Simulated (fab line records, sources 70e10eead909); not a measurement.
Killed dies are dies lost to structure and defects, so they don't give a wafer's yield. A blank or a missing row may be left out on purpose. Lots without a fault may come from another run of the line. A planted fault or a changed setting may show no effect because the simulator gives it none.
fab line records | flow nand_harc
record lots=11 wafers=33 last_day=25
route steps=1159 shown A_SGD_CUT@776 A_SLIT@792 A_SIN_REMOVE@808 END@1159
lots that met no fault: from a run of the same line without faults
start_h: hours from the record's first day to the start of the lot's first wafer shown | wait_h: hours since the lot's step before | " the same as in the row above | L1.1+2: a row that stands for several wafers | - no value, or no start given | * or withheld: withheld | < > ~ a bound
route shown NAME@n: a module of which the file shows steps, and the number in the route of the first | usual: mean/standard deviation of fault-free wafers | same: alike in all rows | chamber/n: place in a boat | sites: the reading at each site | _std_site: their standard deviation | _edge_site: outer sites' mean less inner sites' | radius_mm: how far each site lies from the wafer's centre | mask NAME#n: copy n | behind: the tool/chamber that last shaped the wafer | hold: why the lot was held/for how many hours/how that ended | device: the transistor (n, p or np) that didn't switch | end of line: the same wafers' tests at the end of the route | a step without rows: its recipe alone | killed: dies lost to structure and defects at the first sort, not the wafer's yield | map: a wafer's dies, x killed, . not, _ none there
set.NAME: the setting as run; set.NAME@STEP: as run at that earlier step | model.NAME: the simulator's own value behind a step, which no gauge read
steps of the route over a sample of lots; a table a step, a row a wafer
services: from which hour (start_h, from the record's first day; less than 0 if before it) a tool's chamber was out of use, for how many hours, and why
## steps
# step NHARC_A_SGD_CUT_ETCHBACK_24
# recipe target_depth_a=500 over_etch_frac=0.3 time_s=92.857 ion_energy_ev=120 ch3f_flow_sccm=50 o2_flow_sccm=30 ar_flow_sccm=200 rf_w=500 bias_w=100 chemistry=CH3F/O2
# usual chamber_pressure_mTorr=25.001/0.019 drypump_motor_current_A=5.8/0.46 o2_flow_sccm=30.00/0.096 oes_product_au=0.97/0.037 rf_vpp_V=244.3/1.8 showerhead_plenum_p_Torr=2.45/0.12 throttle_valve_pct=20.663/0.01
# columns lot.wafer tool chamber start_h wait_h chamber_pressure_mTorr drypump_motor_current_A o2_flow_sccm oes_product_au rf_hours_counter_h rf_vpp_V showerhead_plenum_p_Torr throttle_valve_pct
L265.1 rie_diel-13 1 323.04 0.2 25.000 5.6 29.84 0.99 4 243.9 2.44 20.672
L265.3 " 2 " " 25.017 5.7 30.01 1.00 3 246.0 2.59 20.660
L265.6 " 2 " " 25.031 5.7 29.97 1.02 - 244.7 2.59 20.660
L268.2 rie_diel-04 0 327.28 0.1 24.997 6.6 29.89 0.98 3 241.8 2.29 20.655
L268.3 " 3 " " 24.996 5.1 29.91 0.99 3 242.1 2.35 20.656
L268.5 " 0 " " 25.010 6.6 29.83 0.97 - 241.7 2.29 20.653
L269.4 rie_diel-13 2 331.77 0.1 24.970 5.7 30.01 0.93 4 246.0 2.59 20.644
L269.3 " 3 " " 24.995 6.6 30.13 0.93 4 243.3 2.45 20.677
L269.5 " 2 " " 25.033 5.8 30.18 0.92 - 245.7 2.59 20.669
L266.3 rie_diel-04 3 331.82 0.1 24.993 5.1 29.94 0.92 4 243.1 2.35 20.658
L266.2 " 0 " " 25.039 6.6 29.97 0.91 3 242.9 2.29 20.668
L266.5 " 3 " " 24.999 5.1 29.89 0.92 - 244.1 2.35 20.680
L270.1 rie_diel-02 3 345.52 0.1 24.996 6.1 30.07 1.00 0 244.7 2.50 20.643
L270.4 " 0 " " 25.027 5.8 30.03 1.00 0 245.8 2.62 20.663
L270.6 " 0 " " 25.049 5.8 30.05 1.02 - 246.6 2.62 20.668
L274.3 rie_diel-13 2 376.69 0.1 25.008 5.7 30.13 1.00 7 245.1 2.58 20.662
L274.2 " 0 " " 24.992 5.5 30.00 1.00 8 244.3 2.46 20.678
L274.1 " 1 " " 25.007 5.6 30.01 0.99 8 243.9 2.44 20.642
L279.2 rie_diel-04 2 396.77 0.1 24.984 5.8 30.04 0.95 10 241.8 2.29 20.669
L279.4 " 0 " " 24.999 6.6 29.88 0.91 11 242.5 2.29 20.648
L279.6 " 2 " " 25.013 5.9 30.03 0.94 - 241.8 2.29 20.659
L278.3 rie_diel-02 2 396.83 0.1 24.976 5.9 29.92 0.92 7 244.8 2.40 20.651
L278.1 " 3 " " 24.980 6.1 30.16 0.93 6 244.5 2.50 20.658
L278.5 " 2 " " 25.023 5.9 29.95 0.92 - 241.3 2.40 20.684
L280.1 rie_diel-02 3 396.93 0.1 24.970 6.1 29.98 1.00 6 245.8 2.50 20.660
L280.3 " 0 " " 24.990 5.7 30.21 0.99 7 246.0 2.62 20.671
L280.4 " 2 " " 25.024 5.9 30.10 0.99 7 244.2 2.40 20.660
L277.4 rie_diel-04 3 399.47 0.1 24.981 5.1 29.75 0.99 11 242.3 2.35 20.667
L277.6 " 2 " " 25.018 5.9 29.97 1.01 - 241.4 2.29 20.661
L277.5 " 3 " " 25.002 5.1 29.92 0.97 - 243.8 2.35 20.674
L287.3 rie_diel-13 3 469.81 0.2 25.009 6.6 29.94 0.93 1 244.0 2.45 20.656
L287.5 " 0 " " 24.982 5.5 30.09 0.94 - 244.8 2.46 20.660
L287.6 " 1 " " 25.026 5.6 29.86 0.92 - 243.6 2.44 20.651
# step NHARC_A_SLIT_INSPECT_11
# usual raw_defect_count=23/9.7
# columns lot.wafer tool chamber start_h wait_h raw_defect_count
L265.1 defect_inspect-02 - 326.69 0.0 30
L265.3 " - " " 29
L265.6 " - " " 16
L268.2 defect_inspect-02 - 331.53 0.0 20
L268.3 " - " " 20
L268.5 " - " " 30
L269.3 defect_inspect-01 - 335.70 0.0 8
L269.4 " - " " 5
L269.5 " - " " 11
L266.2 defect_inspect-02 - 336.00 0.0 12
L266.3 " - " " 23
L266.5 " - " " 22
L270.1 defect_inspect-02 - 349.91 0.1 29
L270.4 " - " " 21
L270.6 " - " " 33
L274.1 defect_inspect-01 - 382.43 0.0 14
L274.2 " - " " 19
L274.3 " - " " 7
L279.2 defect_inspect-01 - 400.36 0.0 38
L279.4 " - " " 36
L279.6 " - " " 38
L278.1 defect_inspect-01 - 401.41 0.0 29
L278.3 " - " " 32
L278.5 " - " " 33
L280.1 defect_inspect-02 - 402.18 0.0 22
L280.3 " - " " 10
L280.4 " - " " 11
L277.4 defect_inspect-02 - 404.12 0.0 25
L277.5 " - " " 22
L277.6 " - " " 30
L287.3 defect_inspect-01 - 474.15 0.0 20
L287.5 " - " " 29
L287.6 " - " " 25
# step NHARC_A_SLIT_ETCH_15
# recipe target_depth_a=32000 over_etch_frac=0.3 time_s=832 ion_energy_ev=150 o2_flow_sccm=400 cos_flow_sccm=20 ar_flow_sccm=0 rf_w=500 bias_w=300 chemistry=O2/COS
# usual chamber_pressure_mTorr=19.998/0.018 drypump_motor_current_A=5.6/0.57 o2_flow_sccm=399.9/1.3 oes_product_au=1.000/0.01 rf_vpp_V=313.9/2 showerhead_plenum_p_Torr=3.11/0.13 throttle_valve_pct=28.330/0.0098
# columns lot.wafer tool chamber start_h wait_h chamber_pressure_mTorr drypump_motor_current_A o2_flow_sccm oes_product_au rf_hours_counter_h rf_vpp_V showerhead_plenum_p_Torr throttle_valve_pct
L265.1 rie_diel-01 2 327.04 - 19.983 5.1 401.6 0.988 0 311.0 2.92 28.324
L265.3 " 3 " " 20.003 5.9 399.6 1.006 0 316.1 3.30 28.334
L265.6 " 0 " " 19.996 5.9 400.5 0.990 - 312.3 3.03 28.327
L268.2 rie_diel-03 0 331.77 - 19.997 5.3 399.3 1.002 9 313.4 3.11 28.322
L268.3 " 3 " " 19.988 6.4 401.3 0.994 10 317.0 3.29 28.339
L268.5 " 0 " " 20.005 5.3 400.1 1.005 - 314.6 3.11 28.325
L269.4 rie_diel-01 0 335.99 - 20.013 5.9 402.4 0.997 1 314.1 3.03 28.344
L269.3 " 2 " " 19.998 5.2 401.3 0.994 1 310.2 2.92 28.326
L269.5 " 0 " " 19.984 5.9 400.4 0.990 - 312.3 3.03 28.317
L266.2 rie_diel-03 2 336.31 - 19.994 6.6 403.4 0.999 10 311.1 2.92 28.319
L266.3 " 0 " " 20.005 5.3 400.1 1.006 10 314.2 3.11 28.326
L266.5 " 1 " " 19.998 4.9 397.9 0.990 - 316.1 3.16 28.358
L270.1 rie_diel-01 1 350.25 - 20.013 6.6 398.8 1.008 2 314.4 3.15 28.325
L270.4 " 0 " " 20.002 5.8 399.8 1.012 - 312.6 3.03 28.317
L270.6 " 2 " " 20.028 5.2 400.3 1.017 - 310.7 2.92 28.336
L274.3 rie_diel-01 2 382.69 - 20.012 5.2 400.5 0.988 4 310.0 2.92 28.329
L274.2 " 0 " " 20.002 5.8 401.4 1.003 4 312.9 3.03 28.331
L274.1 " 1 " " 20.004 6.5 398.9 0.993 4 313.8 3.15 28.313
L279.2 rie_diel-01 0 400.70 - 19.973 5.8 400.8 1.003 6 314.6 3.03 28.324
L279.4 " 2 " " 20.020 5.2 399.5 0.998 - 309.6 2.92 28.334
L279.6 " 1 " " 19.984 6.5 399.6 1.001 - 315.3 3.15 28.319
L278.3 rie_diel-03 2 401.77 - 20.012 6.6 400.4 1.004 0 311.1 2.92 28.334
L278.1 " 3 " " 19.990 6.4 400.8 1.005 0 314.9 3.29 28.337
L278.5 " 1 " " 20.004 5.0 399.3 0.994 - 314.7 3.15 28.335
L280.1 rie_diel-01 0 402.44 - 19.975 5.9 398.8 0.994 7 312.5 3.03 28.334
L280.3 " 1 " " 20.009 6.5 400.1 1.009 6 313.9 3.15 28.316
L280.4 " 1 " " 19.992 6.5 399.7 1.006 - 314.0 3.15 28.317
L277.4 rie_diel-07 2 404.47 - 20.005 5.4 399.1 0.978 12 314.8 3.20 28.324
L277.6 " 0 " " 20.015 5.1 399.3 1.011 - 314.7 3.25 28.323
L277.5 " 1 " " 20.007 5.4 397.7 1.001 - 313.3 3.16 28.329
L287.3 rie_diel-07 3 474.44 - 19.975 5.2 398.6 0.993 5 313.3 2.96 28.321
L287.6 " 2 " " 20.015 5.4 400.4 0.990 - 314.3 3.20 28.336
L287.5 " 3 " " 20.031 5.2 398.7 0.984 - 312.0 2.96 28.329
# step NHARC_A_SLIT_CD_MEAS_21
# usual cd_nm=289.5/0.91
# columns lot.wafer tool chamber start_h wait_h cd_nm
L265.1 cd_sem-03 - 330.19 - 288.6
L265.3 " - " " 290.3
L265.6 " - " " 289.6
L268.2 cd_sem-02 - 336.48 - 291.1
L268.3 " - " " 291.1
L268.5 " - " " 291.1
L269.3 cd_sem-02 - 339.23 - 289.6
L269.4 " - " " 289.1
L269.5 " - " " 291.5
L266.2 cd_sem-02 - 339.49 - 288.7
L266.3 " - " " 291.0
L266.5 " - " " 290.1
L270.1 cd_sem-02 - 353.54 - 290.1
L270.4 " - " " 290.8
L270.6 " - " " 289.3
L274.1 cd_sem-02 - 386.06 - 289.6
L274.2 " - " " 289.3
L274.3 " - " " 288.6
L279.2 cd_sem-02 - 403.99 - 288.2
L279.4 " - " " 288.8
L279.6 " - " " 289.2
L278.1 cd_sem-03 - 405.48 - 289.0
L278.3 " - " " 288.6
L278.5 " - " " 287.8
L280.1 cd_sem-01 - 405.91 - 289.7
L280.3 " - " " 290.7
L280.4 " - " " 289.0
L277.4 cd_sem-03 - 407.61 - 288.7
L277.5 " - " " 289.3
L277.6 " - " " 289.1
L287.3 cd_sem-01 - 477.61 - 289.6
L287.5 " - " " 289.1
L287.6 " - " " 289.6
# step NHARC_A_SIN_REMOVE_INSPECT_04
# usual raw_defect_count=315/100
# columns lot.wafer tool chamber start_h wait_h raw_defect_count
L265.1 defect_inspect-01 - 337.59 0.0 268
L265.3 " - " " 219
L265.6 " - " " 220
L268.2 defect_inspect-01 - 344.19 0.0 245
L268.3 " - " " 319
L268.5 " - " " 215
L269.3 defect_inspect-01 - 346.87 0.0 299
L269.4 " - " " 367
L269.5 " - " " 350
L266.2 defect_inspect-01 - 346.89 0.1 294
L266.3 " - " " 233
L266.5 " - " " 243
L270.1 defect_inspect-02 - 361.20 0.0 272
L270.4 " - " " 413
L270.6 " - " " 387
L274.1 defect_inspect-02 - 393.75 0.0 275
L274.2 " - " " 316
L274.3 " - " " 238
L278.1 defect_inspect-02 - 411.39 0.0 311
L278.3 " - " " 199
L278.5 " - " " 301
L279.2 defect_inspect-01 - 411.40 0.0 771
L279.4 " - " " 704
L279.6 " - " " 812
L280.1 defect_inspect-01 - 411.41 0.0 803
L280.3 " - " " 746
L280.4 " - " " 812
L277.4 defect_inspect-01 - 415.28 0.0 320
L277.5 " - " " 257
L277.6 " - " " 435
L287.3 defect_inspect-02 - 485.05 0.0 236
L287.5 " - " " 272
L287.6 " - " " 188
# step NHARC_END_SORT_01
# recipe temp_c=25
# usual killed_at_array=29/11 killed_at_other=0.6/0.75 killed_at_periphery=3.1/2.1 killed_dies=32/11 killed_open=3.0/1.8 killed_short=1.8/1.3
# same gross_dies=677
# columns lot.wafer tool chamber start_h wait_h killed_at_array killed_at_other killed_at_periphery killed_dies killed_open killed_short
L280.1 prober-02 0 522.66 2.5 122 2 2 126 2 3
L280.3 prober-02 0 524.26 3.1 100 2 4 106 4 3
L280.4 prober-02 0 525.06 3.4 94 0 2 96 3 0
L279.2 prober-01 0 531.23 2.8 121 0 1 122 2 2
L279.4 prober-01 0 532.82 3.4 85 0 3 88 5 2
L279.6 prober-01 0 534.42 4.0 107 1 0 108 2 2
# killed by level:class
L280.1 A_SLIT:unspecified=78 A_SLIT:chamber_film_flake=17 A_STAIRCASE:chamber_film_flake=8 A_CHANNEL_HOLE_D1:chamber_film_flake=6 A_CONTACT:chamber_film_flake=5 A_CHANNEL_HOLE_D1:geometric_particle:short=2 A_CHANNEL_FILL_D1:chamber_film_flake=2 A_ONON_D1:geometric_particle:open=1
L280.3 A_SLIT:unspecified=62 A_SLIT:chamber_film_flake=13 A_CHANNEL_HOLE_D1:chamber_film_flake=6 A_CONTACT:chamber_film_flake=6 A_WL_FILL:chamber_film_flake=5 P_STI:geometric_particle:short=2 A_CONTACT:geometric_particle:open=2 A_STAIRCASE:chamber_film_flake=2
L280.4 A_SLIT:unspecified=62 A_SLIT:chamber_film_flake=16 A_CHANNEL_HOLE_D1:chamber_film_flake=7 A_CONTACT:chamber_film_flake=4 A_BONDPAD:chamber_film_flake=2 P_M1:geometric_particle:open=1 A_CHANNEL_FILL_D1:geometric_particle:open=1 A_M1:geometric_particle:open=1
L279.2 A_SLIT:unspecified=83 A_SLIT:chamber_film_flake=18 A_CHANNEL_HOLE_D1:chamber_film_flake=6 A_STAIRCASE:chamber_film_flake=4 A_ONON_D1:geometric_particle:short=2 A_BONDPAD:chamber_film_flake=2 P_M0:geometric_particle:open=1 A_M0:geometric_particle:open=1
L279.4 A_SLIT:unspecified=47 A_SLIT:chamber_film_flake=13 A_CHANNEL_HOLE_D1:chamber_film_flake=10 A_BLC:chamber_film_flake=5 A_STAIRCASE:chamber_film_flake=3 P_M0:geometric_particle:open=2 A_CONTACT:chamber_film_flake=2 P_GATE:geometric_particle:open=1
L279.6 A_SLIT:unspecified=56 A_CHANNEL_HOLE_D1:chamber_film_flake=18 A_SLIT:chamber_film_flake=18 A_BONDPAD:chamber_film_flake=4 A_BLC:chamber_film_flake=3 A_CONTACT:chamber_film_flake=2 A_CHANNEL_FILL_D1:geometric_particle:open=1 A_WL_FILL:geometric_particle:short=1
## services
# columns tool chamber start_h hours kind
rie_diel-04 2 307.81 6.9 repair
rie_diel-13 3 308.67 4.1 repair
rie_diel-13 1 311.14 5.9 repair
rie_diel-01 - 315.14 9.0 pm
rie_diel-01 0 315.14 9.0 vent_cycle
rie_diel-01 1 315.14 9.0 vent_cycle
rie_diel-01 2 315.14 9.0 vent_cycle
rie_diel-01 3 315.14 9.0 vent_cycle
rie_diel-01 0 324.14 - clean
rie_diel-01 1 324.14 - clean
rie_diel-01 2 324.14 - clean
rie_diel-01 3 324.14 - clean
rie_diel-02 - 327.70 9.0 pm
rie_diel-13 - 329.72 0.2 repair
rie_diel-03 1 338.61 6.0 repair
rie_diel-04 1 341.26 19.7 repair
rie_diel-01 3 346.66 97.8 repair
rie_diel-04 1 370.41 8.1 repair
rie_diel-02 1 384.18 3.1 repair
rie_diel-03 - 392.39 9.0 pm
rie_diel-07 - 405.24 9.0 pm
rie_diel-13 - 453.00 9.0 pm
rie_diel-04 - 465.90 9.0 pm
rie_diel-01 0 467.98 6.1 repair
## key
first_sign step=NHARC_A_SIN_REMOVE_INSPECT_04 reading=raw_defect_count direction=up sigmas=4.6 usual=315 struck=775
effect step=NHARC_END_SORT_01 reading=killed_at_array direction=up sigmas=7 usual=29 struck=105
more_kills_born_at NHARC_A_SLIT_ETCH_15@rie_diel-01=388
met_at NHARC_A_SLIT_ETCH_15
struck_lots L279,L280
tester_left_out L279,L280
not_acting_at NHARC_A_SGD_CUT_ETCHBACK_24,NHARC_A_SLIT_INSPECT_11,NHARC_A_SLIT_CD_MEAS_21
onset_between 382.69 400.70
fault kind=chamber_particle_source tool=rie_diel-01 chamber=- onset_h=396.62 steps=NHARC_A_SLIT_ETCH_15 rate_per_visit_cm2=0.75333 end_h=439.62
# tester_left_out: of these lots the tester's yield and bins aren't shown, on N5 and GAA mostly nor the transistor test; their killed dies are dies lost to structure and defects alone, not to doping, threshold or leakage, so they don't give the yield
